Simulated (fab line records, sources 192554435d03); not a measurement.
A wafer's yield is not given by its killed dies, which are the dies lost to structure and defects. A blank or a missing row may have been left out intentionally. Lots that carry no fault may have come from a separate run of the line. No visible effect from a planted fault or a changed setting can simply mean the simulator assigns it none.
Chamber matching + flow n5_finfet + 4 sister chambers for N5_FIN_SAQP_FIN_ETCH_36 on rie_si-01
The step etches the open film in HBr/Cl2/O2, target depth 120 nm, time 50.4 s. 4 wafers are shown with their chamber, then 10 later ones without.

WAFERS PAIRED WITH THEIR CHAMBERS
| wafer  | chamber | throttle_valve_pct (%) |
|--------|---------|------------------------|
| L083.4 | 1       | 35.77                  |
| L087.6 | 3       | 36.04                  |
| L088.1 | 2       | 35.97                  |
| L088.2 | 0       | 36.23                  |

WAFERS MISSING THEIR CHAMBER
| wafer  | throttle_valve_pct (%) |
|--------|------------------------|
| L088.5 | 35.96                  |
| L089.1 | 35.76                  |
| L089.5 | 35.76                  |
| L089.6 | 36.23                  |
| L095.1 | 36.03                  |
| L095.3 | 36.25                  |
| L095.4 | 35.98                  |
| L097.1 | 35.78                  |
| L097.4 | 35.98                  |
| L097.5 | 35.98                  |

EACH ONE'S CHAMBER
| wafer  | from the rows above | in truth |
|--------|---------------------|----------|
| L088.5 | 2                   | 2        |
| L089.1 | 1                   | 1        |
| L089.5 | 1                   | 1        |
| L089.6 | 0                   | 0        |
| L095.1 | 3                   | 3        |
| L095.3 | 0                   | 0        |
| L095.4 | 2                   | 2        |
| L097.1 | 1                   | 1        |
| L097.4 | 2                   | 2        |
| L097.5 | 2                   | 2        |
Placed correctly: 10 of 10. Not placeable from these rows: 0. Placed wrongly: 0.
How it was worked out, from the rows above alone: a wafer's distance from a chamber is the root of the sum, over the readings, of the square of ((its reading less the chamber's mean) divided by the reading's scatter). If the next closest chamber is less than 2 further off than the closest, the wafer can't be placed; otherwise it belongs to the closest. The mean given for a chamber averages the wafers shown for that chamber. The scatter: with one shown wafer a chamber, the root of the mean of the squares of how far each hidden wafer lies from its nearest shown one.
